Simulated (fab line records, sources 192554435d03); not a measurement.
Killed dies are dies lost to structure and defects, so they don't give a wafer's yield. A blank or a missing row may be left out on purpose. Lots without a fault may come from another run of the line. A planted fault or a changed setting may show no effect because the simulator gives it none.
A struck lot beside a sound one | flow n5_finfet | 17 steps out of a route of 1938
Sound: wafers L345.2, L345.3, L345.4. Struck: wafers L348.2, L348.5, L348.6. The cause comes at the end.
At each step with rows: each side's tool, then ch and its chambers, then its first start. Under that, the readings that differ: sound wafers | struck wafers | difference of the means | sigmas: that difference in standard deviations of wafers without a fault.
alike: readings whose means differ by less than 2 such deviations, and words and numbers that are the same on both sides. not compared: withheld readings, readings that some wafer has no value for, bounds like >300 that may hide the same value, and numbers for which the record gives no deviation and whose values overlap.
The two part at a step that has a row with sigmas, a row that says differs or no value, or rows on one side only. Numbers that don't overlap but have no deviation are shown without sigmas and don't part them. A reading that every wafer of one side lacks parts them only if that side has two wafers or more.

first, 3 steps without rows for these wafers: N5_BEOL_M14_PRECLEAN_39 (cleans in residue remover, time 60 s); N5_BEOL_M14_SRD_40 (time 30 s, dry time 30 s); N5_BEOL_M14_DEGAS_41 (time 60 s).
N5_BEOL_M14_PRE_CLEAN_42: time 30 s.
  sound on pvd_sputter-01, day 15 19:29; struck on pvd_sputter-02, day 17 01:03
  alike: heater_power_w
then, 2 steps without rows for these wafers: N5_BEOL_M14_SPUTTER_43 (material TaN, target thk 15 nm, time 24.19 s); N5_BEOL_M14_SPUTTER_44 (material Ta, target thk 15 nm, time 24.19 s).
N5_BEOL_M14_SPUTTER_45: material Cu, target thk 100 nm, time 16.67 s.
  sound on pvd_sputter-01, day 15 19:41; struck on pvd_sputter-02, day 17 01:15
  alike: throttle_valve_pct
then, 1 step without rows for these wafers: N5_BEOL_M14_ECD_47 (material Cu, target thk 1248 nm).
N5_BEOL_M14_ANNEAL_48: time 90 s.
  sound on rtp_anneal-02 ch 0, day 15 20:07; struck on rtp_anneal-01 ch 0, day 17 01:40
  alike: wafer_temp_C_max
N5_BEOL_M14_CMP_49: polishes, stops on SiO2, t overpolish 5.2 s, target thk 560 nm.
  sound on cmp-04 ch 0,1,3, day 15 20:22; struck on cmp-03 ch 0,1,2, day 17 02:01
  alike: barrier_field_endpoint_s, motor_current_A, overpolish_run_s, retaining_ring_pressure_frac, time_to_endpoint_s
N5_BEOL_M14_THK_MEAS_50: measures by xrf.
  sound on film_metro-02, day 15 20:40; struck on film_metro-02, day 17 02:12
  alike: M14_THK
then, 1 step without rows for these wafers: N5_BEOL_M14_PRE_CLEAN_52 (time 15 s).
N5_BEOL_M14_DEP_53: deposits SiCN from 3MS/NH3, target thk 50 nm, time 17.8 s.
  sound on pecvd-02 ch 0,1, day 15 20:43; struck on pecvd-02 ch 0,2, day 17 02:16
  alike: chamber_pressure_Torr, rf_fwd_power_W, showerhead_plenum_p_Torr, throttle_valve_pct
N5_BEOL_M14_RS_MEAS_54: measures by four-point-probe.
  sound on film_metro-02, day 15 20:47; struck on film_metro-01, day 17 02:20
  alike: M14_RS
N5_BEOL_M14_INSPECT_55: inspects for defects (darkfield).
  sound on defect_inspect-01, day 15 20:49; struck on defect_inspect-01, day 17 02:22
  reading          | sound    | struck      | difference | sigmas
  raw_defect_count | 86 70 53 | 418 420 426 | +352       | +15
N5_BEOL_M15_ILD_DEP_00: deposits SiO2 from TEOS/O2, target thk 1629.3 nm, time 346.1 s.
  sound on pecvd-03 ch 0,1, day 15 20:51; struck on pecvd-01 ch 0,2, day 17 02:23
  reading                         | sound          | struck         | difference | sigmas
  showerhead_plenum_p_Torr (Torr) | 8.39 8.35 8.40 | 8.32 8.29 8.32 | -0.07      | -2
  throttle_valve_pct (%)          | 17.2 17.7 17.2 | 19.4 19.3 18.0 | +1.5       | +2
  alike: chamber_pressure_Torr, heater_power_w, rf_fwd_power_W
N5_PASSIVATION_PROBE_49:
  the record has rows for the struck wafers here (prober-02, day 18 02:05) and none for the sound ones

WHERE THEY PART
First at N5_BEOL_M14_INSPECT_55; last, within this record, at N5_PASSIVATION_PROBE_49.

WHY: what the simulator had put in
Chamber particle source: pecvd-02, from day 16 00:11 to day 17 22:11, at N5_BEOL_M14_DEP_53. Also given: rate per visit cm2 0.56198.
